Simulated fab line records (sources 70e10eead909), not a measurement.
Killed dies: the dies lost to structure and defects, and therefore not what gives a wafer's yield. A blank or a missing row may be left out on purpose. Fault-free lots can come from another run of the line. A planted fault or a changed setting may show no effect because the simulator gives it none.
Chamber matching -- flow nand-harc -- 4 sister chambers for NHARC_A_CHANNEL_FILL_D1_ALD_25 on ald-hk-03
The step deposits SiOx, target thk 60 nm, pulse time 10 s, ald cycles 600. 14 wafers are shown with their chamber, then 7 later ones without.

WAFERS PAIRED WITH THEIR CHAMBERS
wafer,chamber,heater-power-w (W),precursor-pulse-height-rel
L449.2,3,446,1.038
L449.4,0,479,0.994
L449.1,2,500,0.988
L451.1,1,610,1.023
L451.3,0,492,0.991
L451.4,3,447,1.004
L452.1,1,598,1.023
L452.3,2,501,1.008
L452.6,1,594,0.978
L456.1,0,474,1.030
L456.2,1,604,0.969
L456.5,2,501,1.007
L457.2,1,611,1.001
L457.4,2,494,1.025

SIGNATURES, as means of the wafers listed above
reading,chamber 0,chamber 1,chamber 2,chamber 3,scatter within a chamber
heater-power-w,481.67,603.40,499.00,446.50,6.53
precursor-pulse-height-rel,1.00500,0.99880,1.00700,1.02100,0.0217
Rule: distance of a wafer from a chamber = root of the sum over the readings of ((wafer's reading minus chamber's mean) / reading's scatter) squared. If the next closest chamber is less than 2 further off than the closest, the wafer can't be placed; otherwise it belongs to the closest. The scatter: take each reading less its chamber's mean, square it, sum over the shown wafers, divide by the number of wafers less the number of chambers, and take the root.

WAFERS MISSING THEIR CHAMBER
wafer,heater-power-w (W),precursor-pulse-height-rel
L457.5,630,1.004
L458.3,490,1.011
L458.4,611,0.997
L458.1,454,1.038
L460.4,497,0.993
L460.1,625,0.983
L460.2,499,0.996

CHAMBER TAKEN BY EACH
wafer,from the rows above,in truth
L457.5,1,1
L458.3,can't be placed: 0 or 2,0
L458.4,1,1
L458.1,3,3
L460.4,can't be placed: 2 or 0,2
L460.1,1,1
L460.2,2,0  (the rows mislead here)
Correctly placed: 4 of 7. Unplaceable from these rows: 2, with the true chamber sitting among the candidates in 2. Placed wrongly: 1.
